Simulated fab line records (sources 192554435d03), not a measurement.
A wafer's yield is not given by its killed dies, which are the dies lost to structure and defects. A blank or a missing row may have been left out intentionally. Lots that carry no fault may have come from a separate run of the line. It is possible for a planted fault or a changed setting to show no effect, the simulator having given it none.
8D (eight disciplines) problem report, filled in by code || flow n5_finfet || the parts of the form that need people (team, actions taken, sign-off) are left out

## 1. WHAT IS WRONG
Wafers with no fault read 1.009 a.u. with a standard deviation of 0.019, whereas oes_product_au at N5_SD_EPI_N_SD_RECESS_17 reads a mean of 1.105 a.u. on 1 wafer of 1 lot. That puts it +5.1 standard deviations away from the usual mean.
The step: chemistry HBr/Cl2/O2, target depth 41 nm, time 23.7 s, bt time 3 s.
First seen on wafer L190.2, day 6 07:44, on rie_si-04. The record has a number at this step for 24 wafers belonging to 8 lots. By rule, "out" or "out of limits" means more than 4 standard deviations away from the usual mean. The rest of the wafers with a number are treated as sound.

## 2. WHAT IT IS AND WHAT IT IS NOT
{"question": "which readings at this step", "is": "oes_product_au", "is not": "drypump_motor_current_A, throttle_valve_pct"}
{"question": "which lots", "is": "L190", "is not": "L178, L179, L181, L183, L194, L196, L200"}
{"question": "which wafers of those lots", "is": "L190.2", "is not": "L190.4, L190.6"}
{"question": "read on which tools", "is": "rie_si-04", "is not": "rie_si-01, rie_si-06"}
{"question": "when", "is": "from day 6 07:44", "is not": "up to then (14 sound wafers); but 9 sound wafers of L194, L196, L200 came after"}

## 3. SUSPECTS, AND WHAT RULES EACH OUT
Counting: a tool at a process step up to the reading stays a suspect if it ran every lot that is out. Sound lots after the first of them don't rule it out here, since some wafers of a struck lot are sound.
- rie_diel-06 at N5_SD_EPI_N_ETCH_45 (etches SiOCN in CH3F/O2, target depth 6 nm): kept. L190, the lot that is out, went through it at day 6 07:34; up to then, the latest sound lot through it was L181 at day 4 08:00.
- rie_si-04 at N5_SD_EPI_N_SD_RECESS_17 (chemistry HBr/Cl2/O2, target depth 41 nm, time 23.7 s, bt time 3 s): kept. L190, the lot that is out, went through it at day 6 07:44; up to then, the latest sound lot through it was L183 at day 4 16:56. Its own oes_product_au readings are out on those wafers.
- rie_diel-06, N5_SD_EPI_N_ETCH_45: wafers that are out in chamber 1, sound lot-mates in chambers 2, 3.
- rie_si-04, N5_SD_EPI_N_SD_RECESS_17: wafers that are out in chamber 3, sound lot-mates in chambers 0, 1.
Left after counting: rie_diel-06 at N5_SD_EPI_N_ETCH_45, rie_si-04 at N5_SD_EPI_N_SD_RECESS_17.

## 4. THE CAUSE (what the simulator had put in)
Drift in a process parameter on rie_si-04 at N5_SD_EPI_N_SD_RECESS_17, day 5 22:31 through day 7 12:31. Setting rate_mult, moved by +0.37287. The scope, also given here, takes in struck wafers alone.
Counting left 2 suspects, and this tool is among them.

## 5. THE EFFECT CHAIN, in route order
Each row: a reading whose mean over the struck wafers that have a number lies more than 3 standard deviations from the usual. Only readings for which the record gives a usual standard deviation are gone through. hours: the time from each lot's start at the first step in this table that gives one to its start at this step, as a median over the lots. sigmas: the change in usual standard deviations.
{"hours": 0, "step": "N5_SD_EPI_N_SD_RECESS_17", "reading": "oes_product_au", "usual": "1.009 a.u.", "on struck wafers": 1.105, "change": "+0.096", "sigmas": "+5.1"}
{"hours": 239, "step": "N5_PASSIVATION_PROBE_49", "reading": "sort_bin_4_leakage", "usual": "0.00 %", "on struck wafers": 92.54, "change": "+92.54", "sigmas": "+99 or more"}
{"hours": 239, "step": "N5_PASSIVATION_PROBE_49", "reading": "sort_n_pass", "usual": 1072, "on struck wafers": 0, "change": -1072, "sigmas": -60}
{"hours": 239, "step": "N5_PASSIVATION_PROBE_49", "reading": "sort_yield_pct", "usual": "90.9 %", "on struck wafers": 0.0, "change": -90.9, "sigmas": -61}
Process steps it contains:
- N5_SD_EPI_N_SD_RECESS_17: chemistry HBr/Cl2/O2, target depth 41 nm, time 23.7 s, bt time 3 s.
- N5_PASSIVATION_PROBE_49
Readings that are blank on the struck wafers while sound wafers have them: CJ_N at N5_BEOL_M4_RC_MEAS_101; DIBL_N at N5_BEOL_M4_RC_MEAS_101; EOT_N at N5_BEOL_M4_RC_MEAS_101; IGATE_N at N5_BEOL_M4_RC_MEAS_101; IOFF_N at N5_BEOL_M4_RC_MEAS_101; IOFF_N_85C at N5_BEOL_M4_RC_MEAS_101; IOFF_N_LIN at N5_BEOL_M4_RC_MEAS_101; IOFF_N_LONG at N5_BEOL_M4_RC_MEAS_101; and 9 more.

## 6. WHAT WOULD HAVE CAUGHT IT SOONER
The fault began at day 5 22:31; the first out-of-limits reading in this record came at day 6 07:44, 9 hours later.
